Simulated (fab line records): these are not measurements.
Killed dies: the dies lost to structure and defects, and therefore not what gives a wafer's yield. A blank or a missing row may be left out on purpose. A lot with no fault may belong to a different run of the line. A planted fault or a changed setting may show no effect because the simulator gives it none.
Which tool is to blame?	flow n5 finfet	11 lots with 29 wafers sampled at 5 steps, on a route of 1938 steps

== WHAT THE GAUGES SHOWED, per wafer ==
N5_BEOL_M0_CUTY_INSPECT_59: inspects for defects (macro).
lot	measured	on	raw defect count
L759	day 5 20:18	defect inspect-01	1 5 5
L760	day 6 02:24	defect inspect-02	3 3 4
L761	day 6 07:34	defect inspect-02	19
L765	day 7 05:37	defect inspect-01	16
L770	day 8 17:33	defect inspect-02	1 2 3
L774	day 9 16:59	defect inspect-02	2 4 2
L777	day 10 05:41	defect inspect-02	2 2 1
L779	day 10 17:23	defect inspect-01	2 3 3
L780	day 10 21:14	defect inspect-01	3 1 1
L781	day 11 02:59	defect inspect-02	2 1 3
L782	day 11 17:04	defect inspect-02	0 0 4

N5_BEOL_M0_OCD_MEAS_108.
lot	measured	on	trench depth nm (nm)
L759	day 5 22:19	ocd-01	31.6 32.6 32.9
L760	day 6 04:39	ocd-01	33.2 32.6 32.2
L761	day 6 09:53	ocd-02	32.5
L765	day 7 08:27	ocd-01	33.4
L770	day 8 21:06	ocd-01	32.1 32.8 32.6
L774	day 9 23:02	ocd-02	33.5 32.3 34.0
L777	day 10 07:04	ocd-02	33.2 32.4 31.9
L779	day 10 18:55	ocd-01	32.2 32.3 32.6
L780	day 10 22:40	ocd-01	32.9 32.9 33.1
L781	day 11 06:11	ocd-01	32.6 32.7 32.5
L782	day 11 22:30	ocd-02	32.6 32.1 32.1

== EACH LOT AND THE TOOL THAT RAN IT (in order: tool; ch and the chambers of the sampled wafers; start) ==
lot	N5_BEOL_M0_SAQP_CUT_ETCH_46	N5_BEOL_M0_SAQP_ETCH_49	N5_BEOL_M0_TRENCH_ETCH_107
L759	rie diel-02 ch 2,3, day 5 19:09	rie diel-03 ch 0,1,2, day 5 19:52	rie diel-01 ch 2,3, day 5 22:10
L760	rie diel-02 ch 0,1,3, day 6 01:07	rie diel-05 ch 0,2, day 6 01:51	rie diel-01 ch 1,2,3, day 6 04:33
L761	rie diel-02 ch 0, day 6 06:22	rie diel-02 ch 0, day 6 07:04	rie diel-06 ch 3, day 6 09:47
L765	rie diel-02 ch 0, day 7 04:21	rie diel-03 ch 0, day 7 05:05	rie diel-01 ch 3, day 7 08:20
L770	rie diel-03 ch 0,2, day 8 16:14	rie diel-05 ch 1,2,3, day 8 17:00	rie diel-06 ch 0,1,2, day 8 20:59
L774	rie diel-05 ch 2,3, day 9 15:42	rie diel-02 ch 0,1,3, day 9 16:26	rie diel-01 ch 0,3, day 9 22:55
L777	rie diel-03 ch 0,1,3, day 10 04:25	rie diel-02 ch 0,1,3, day 10 05:08	rie diel-04 ch 1,2, day 10 06:58
L779	rie diel-05 ch 0,1,3, day 10 15:34	rie diel-05 ch 0,3, day 10 16:50	rie diel-01 ch 1,2, day 10 18:49
L780	rie diel-03 ch 0,1, day 10 19:55	rie diel-03 ch 0,3, day 10 20:41	rie diel-06 ch 0,1, day 10 22:34
L781	rie diel-05 ch 0,1,2, day 11 01:35	rie diel-02 ch 2,3, day 11 02:26	rie diel-06 ch 0,1,2, day 11 06:05
L782	rie diel-03 ch 1,2,3, day 11 15:47	rie diel-03 ch 0,1,2, day 11 16:31	rie diel-06 ch 1,2,3, day 11 22:24
- N5_BEOL_M0_SAQP_CUT_ETCH_46: etches SOC in N2/H2, target depth 135 nm, overetch 27 nm, time 202.5 s.
- N5_BEOL_M0_SAQP_ETCH_49: etches SiO2 in CF4/O2, target depth 37 nm.
- N5_BEOL_M0_TRENCH_ETCH_107: etches SiOC in C4F6/O2, target depth 32.8 nm, time 16.4 s.

== AS READ BY THE TOOLS THEMSELVES (means over the sampled wafers that have a number; for cases with no such wafer, the mark the record gives instead) ==
N5_BEOL_M0_SAQP_CUT_ETCH_46.
lot	tool	drypump motor current A (A)	h2 flow sccm (sccm)	rf vpp V (V)	showerhead plenum p Torr (Torr)	throttle valve pct (%)
L759	rie diel-02	5.9	200.3	523.6	2.49	17.62
L760	rie diel-02	5.8	199.5	523.2	2.49	17.66
L761	rie diel-02	5.0	199.7	526.4	2.62	17.58
L765	rie diel-02	5.0	200.8	524.9	2.62	17.62
L770	rie diel-03	5.3	199.7	526.0	2.61	17.74
L774	rie diel-05	5.2	199.3	523.3	2.52	17.70
L777	rie diel-03	5.6	199.3	525.3	2.56	17.55
L779	rie diel-05	5.3	198.9	525.7	2.59	17.56
L780	rie diel-03	5.9	199.8	523.1	2.52	17.41
L781	rie diel-05	5.5	200.7	526.0	2.63	17.51
L782	rie diel-03	5.8	200.8	524.1	2.56	17.47

N5_BEOL_M0_SAQP_ETCH_49.
lot	tool	drypump motor current A (A)	oes product au (a.u.)	rf vpp V (V)	showerhead plenum p Torr (Torr)	throttle valve pct (%)
L759	rie diel-03	5.7	0.70	244	2.23	15.79
L760	rie diel-05	5.6	0.70	241	2.15	16.06
L761	rie diel-02	5.0	0.70	244	2.27	15.68
L765	rie diel-03	5.1	0.73	246	2.27	15.86
L770	rie diel-05	5.3	0.75	247	2.23	15.81
L774	rie diel-02	5.8	0.72	243	2.17	15.91
L777	rie diel-02	5.8	0.71	242	2.17	15.93
L779	rie diel-05	5.1	0.78	245	2.23	15.83
L780	rie diel-03	5.2	0.78	249	2.25	15.75
L781	rie diel-02	5.7	0.72	243	2.21	15.82
L782	rie diel-03	5.7	0.87	244	2.22	15.52

N5_BEOL_M0_TRENCH_ETCH_107.
lot	tool	drypump motor current A (A)	oes product au (a.u.)	rf vpp V (V)	showerhead plenum p Torr (Torr)	throttle valve pct (%)
L759	rie diel-01	5.7	0.86	650	2.96	20.5
L760	rie diel-01	5.5	0.82	655	2.95	20.7
L761	rie diel-06	4.9	0.72	663	2.73	20.8
L765	rie diel-01	5.2	0.89	644	2.91	20.6
L770	rie diel-06	5.5	0.82	665	2.89	20.6
L774	rie diel-01	5.4	0.88	652	2.95	20.6
L777	rie diel-04	6.0	0.72	669	2.87	21.1
L779	rie diel-01	5.7	0.76	659	2.95	20.7
L780	rie diel-06	5.3	0.87	679	2.87	20.4
L781	rie diel-06	5.5	0.87	665	2.88	20.5
L782	rie diel-06	5.3	0.79	658	2.82	20.8

== THE ANSWER, worked out from the rows above alone ==
Rule: the lots themselves supply what counts as usual. The widest of any qualifying gaps counts: lots, ordered by their means at a reading, are off when they make up no more than a third of the lots, leave a main group of 4 or more, and stand apart from it by 3 or more times the standard deviation of that group's means. Not used: any main group whose means are identical at the precision the tables above print for the reading. A lot without any number at a reading at which 4 lots or more have one is off too. Where the step has rows for the other lots, those lots are counted as sound. The gauges are gone through in route order, then the tools' own readings, and for those a lot's mean is taken as printed above. The first step at which some lot is off is used, and at that step the reading that is off furthest; a lot without a number counts as furthest.
Off: L761, L765, at N5_BEOL_M0_CUTY_INSPECT_59 (raw defect count). For the main group the mean is 2.3 and the standard deviation 0.75.
If a tool, at a process step before that reading, ran all the lots that are off and no sound lot after the first of them, it fits. The gauges at N5_BEOL_M0_CUTY_INSPECT_59 are tried like those tools. One candidate fits, namely rie diel-02 at N5_BEOL_M0_SAQP_CUT_ETCH_46. A fault onset in the window from L760 (day 6 01:07, its last sound lot) to L761 (day 6 06:22, its first lot off) fits.

== WHAT THE SIMULATOR HAD PUT IN ==
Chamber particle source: rie diel-02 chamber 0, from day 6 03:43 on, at N5_BEOL_M0_SAQP_CUT_ETCH_46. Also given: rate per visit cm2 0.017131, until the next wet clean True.
Struck lots among those shown: L761, L765. The same result came from the rule above.
